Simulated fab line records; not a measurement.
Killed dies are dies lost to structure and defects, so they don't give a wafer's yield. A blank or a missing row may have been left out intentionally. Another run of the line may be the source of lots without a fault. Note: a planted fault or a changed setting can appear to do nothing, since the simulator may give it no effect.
Chamber matching -- flow n5-finfet -- N5_BEOL_M15_DESCUM_33 on rie-diel-03 has 4 sister chambers
The step chemistry O2, time 7.9 s. 24 wafers are shown with their chamber, then 12 later ones without.

WAFERS WITH THEIR CHAMBER
wafer,chamber,drypump-motor-current-A (A),throttle-valve-pct (%),showerhead-plenum-p-Torr (Torr)
L075.2,3,6.2,20.24,2.01
L075.4,2,5.9,20.39,2.11
L075.5,0,6.0,20.65,2.05
L076.4,3,6.2,20.25,2.00
L076.5,0,6.0,20.65,2.04
L076.6,2,5.9,20.41,2.11
L078.4,0,6.0,20.67,2.04
L078.5,3,6.2,20.26,2.00
L078.6,0,6.0,20.67,2.04
L079.1,2,5.9,20.42,2.11
L079.3,3,6.2,20.26,2.00
L079.4,1,5.2,19.92,2.14
L080.3,3,6.2,20.26,2.00
L080.4,1,5.2,19.90,2.14
L080.5,2,5.8,20.42,2.11
L090.3,0,6.0,20.71,2.03
L090.5,2,5.9,20.44,2.10
L090.6,3,6.2,20.30,2.00
L088.2,1,5.1,19.93,2.13
L088.5,0,6.0,20.71,2.03
L088.6,1,5.2,19.95,2.13
L097.3,2,5.8,20.46,2.10
L097.4,1,5.2,19.95,2.13
L097.5,3,6.2,20.31,1.99

SIGNATURES (averages over the wafers above)
reading,chamber 0,chamber 1,chamber 2,chamber 3,scatter within a chamber
drypump-motor-current-A,6.000,5.180,5.867,6.200,0.0327
throttle-valve-pct,20.6767,19.9300,20.4233,20.2686,0.0251
showerhead-plenum-p-Torr,2.0383,2.1340,2.1067,2.0000,0.00607
Rule: for a wafer and a chamber, the distance is found by dividing, reading by reading, the gap between the wafer's reading and the chamber's mean by the reading's scatter, squaring, summing and taking the root. The wafer belongs to the nearest chamber; if the next one is less than 2 further off, it can't be placed. The scatter: the root of (the sum of the squares of (reading less its chamber's mean) over the shown wafers, divided by (wafers less chambers)).

WAFERS WITH NO CHAMBER GIVEN
wafer,drypump-motor-current-A (A),throttle-valve-pct (%),showerhead-plenum-p-Torr (Torr)
L092.1,5.2,19.95,2.13
L092.2,6.0,20.72,2.03
L092.5,6.0,20.71,2.03
L089.1,6.2,20.33,1.99
L089.2,6.0,20.74,2.03
L089.3,5.2,19.95,2.13
L094.1,5.9,20.47,2.10
L094.5,6.0,20.73,2.03
L094.6,6.1,20.32,1.99
L082.1,5.9,20.49,2.09
L082.3,6.0,20.75,2.03
L082.6,5.2,19.97,2.13

THE CHAMBER EACH PASSED THROUGH
wafer,from the rows above,in truth
L092.1,1,1
L092.2,0,0
L092.5,0,0
L089.1,3,3
L089.2,0,0
L089.3,1,1
L094.1,2,2
L094.5,0,0
L094.6,3,3
L082.1,2,2
L082.3,0,0
L082.6,1,1
Correctly placed: 12 of 12. Not placeable from these rows: 0. Placed wrongly: 0.
